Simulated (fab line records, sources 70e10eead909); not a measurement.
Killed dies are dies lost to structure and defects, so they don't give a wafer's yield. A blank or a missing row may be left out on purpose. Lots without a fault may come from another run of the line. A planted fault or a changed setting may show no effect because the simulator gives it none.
A struck lot beside a sound one | flow nand_harc | 14 steps out of a route of 1302
Sound: wafers L582.1, L582.5, L582.6. Struck: wafers L575.1, L575.3, L575.6. The cause comes at the end.
At each step with rows: each side's tool, then ch and its chambers, then its first start. Under that, the readings that differ: sound wafers | struck wafers | difference of the means | sigmas: that difference in standard deviations of wafers without a fault.
alike: readings whose means differ by less than 2 such deviations, and words and numbers that are the same on both sides. not compared: withheld readings, readings that some wafer has no value for, bounds like >300 that may hide the same value, and numbers for which the record gives no deviation and whose values overlap.
The two part at a step that has a row with sigmas, a row that says differs or no value, or rows on one side only. Numbers that don't overlap but have no deviation are shown without sigmas and don't part them. A reading that every wafer of one side lacks parts them only if that side has two wafers or more.

NHARC_A_CHANNEL_FILL_D2_ETCHBACK_20: etches the open film in C4F8/O2/Ar, target depth 27 nm, time 13.5 s.
  sound on rie_diel-06 ch 1,2,3, day 20 14:40; struck on rie_diel-05 ch 0,1,3, day 17 17:11
  alike: oes_product_au, rf_vpp_V
  not compared: rf_hours_counter_h
NHARC_A_CHANNEL_FILL_D2_STRIP_28: strips in O2, time 20 s.
  sound on rie_diel-06 ch 1,2, day 20 14:44; struck on rie_diel-05 ch 0,1, day 17 17:17
  alike: drypump_motor_current_A, oes_product_au, rf_vpp_V, showerhead_plenum_p_Torr, throttle_valve_pct
  not compared: rf_hours_counter_h
then, 4 steps without rows for these wafers: NHARC_A_CHANNEL_FILL_D2_PRECLEAN_21 (cleans in dHF, time 30 s); NHARC_A_CHANNEL_FILL_D2_SRD_23; NHARC_A_CHANNEL_FILL_D2_CVD_05 (deposits poly-Si, target thk 5 nm); NHARC_A_CHANNEL_FILL_D2_ANNEAL_22 (time 7200 s).
NHARC_A_CHANNEL_FILL_D2_ALD_25: deposits SiOx, target thk 60 nm, pulse time 10 s, ald cycles 600.
  sound on ald_hk-03 ch 0,3, day 21 06:10; struck on ald_hk-02 ch 1,2,3, day 18 09:46
  alike: heater_power_w, precursor_pulse_height_rel
NHARC_A_CHANNEL_FILL_D2_ETCHBACK_08: etches the open film in C4F8, target depth 220 nm, time 110 s.
  sound on rie_diel-05 ch 0,1,2; struck on rie_diel-13 ch 1,2,3
  reading      | sound             | struck            | difference | sigmas
  rf_vpp_V (V) | 443.4 442.1 443.7 | 437.9 436.7 436.9 | -5.9       | -2
  alike: oes_product_au
  not compared: rf_hours_counter_h
NHARC_A_CHANNEL_FILL_D2_STRIP_29: strips in O2, time 20 s.
  sound on rie_diel-05 ch 0,3; struck on rie_diel-13 ch 1,3
  reading                         | sound          | struck         | difference | sigmas
  drypump_motor_current_A (A)     | 6.0 6.0 6.1    | 5.2 5.2 5.2    | -0.8       | -2
  showerhead_plenum_p_Torr (Torr) | 3.68 3.68 3.68 | 3.37 3.32 3.32 | -0.34      | -3
  alike: oes_product_au, rf_vpp_V, throttle_valve_pct
  not compared: rf_hours_counter_h
then, 2 steps without rows for these wafers: NHARC_A_CHANNEL_FILL_D2_PRECLEAN_30 (cleans in dHF, time 30 s); NHARC_A_CHANNEL_FILL_D2_SRD_31.
NHARC_A_CHANNEL_FILL_D2_CVD_09: deposits poly-Si, target thk 150 nm, time 3000 s.
  sound on lpcvd_poly-03 ch 0, day 21 14:16; struck on lpcvd_poly-04, day 18 15:23
  no value came back on the struck wafers for any of 6 readings (pressure_mtorr (mTorr), run_length_s (s) and others); on the sound wafers pressure_mtorr (mTorr) reads 199.2 200.1 199.7
NHARC_A_CHANNEL_FILL_D2_CMP_10: polishes, target thk 150 nm.
  sound on cmp-01 ch 0,1, day 21 17:29; struck on cmp-02 ch 0,1,3, day 18 18:37
  reading                | sound          | struck      | difference | sigmas
  time_to_endpoint_s (s) | 14.1 13.9 16.6 | 2.8 4.0 3.2 | -11.5      | -5
  alike: motor_current_A, retaining_ring_pressure_frac
-- the record jumps here: 9 days lie between the struck wafers' starts before and after (it left off in module A_CHANNEL_FILL_D2 and takes up again in module END, whose first step shown is number 1302 of the route) --
NHARC_END_SORT_01:
  the record has rows for the struck wafers here (prober-02 ch 0, day 27 21:40) and none for the sound ones

WHERE THEY PART
First at NHARC_A_CHANNEL_FILL_D2_ETCHBACK_08; last, within this record, at NHARC_END_SORT_01.

WHY: what the simulator had put in
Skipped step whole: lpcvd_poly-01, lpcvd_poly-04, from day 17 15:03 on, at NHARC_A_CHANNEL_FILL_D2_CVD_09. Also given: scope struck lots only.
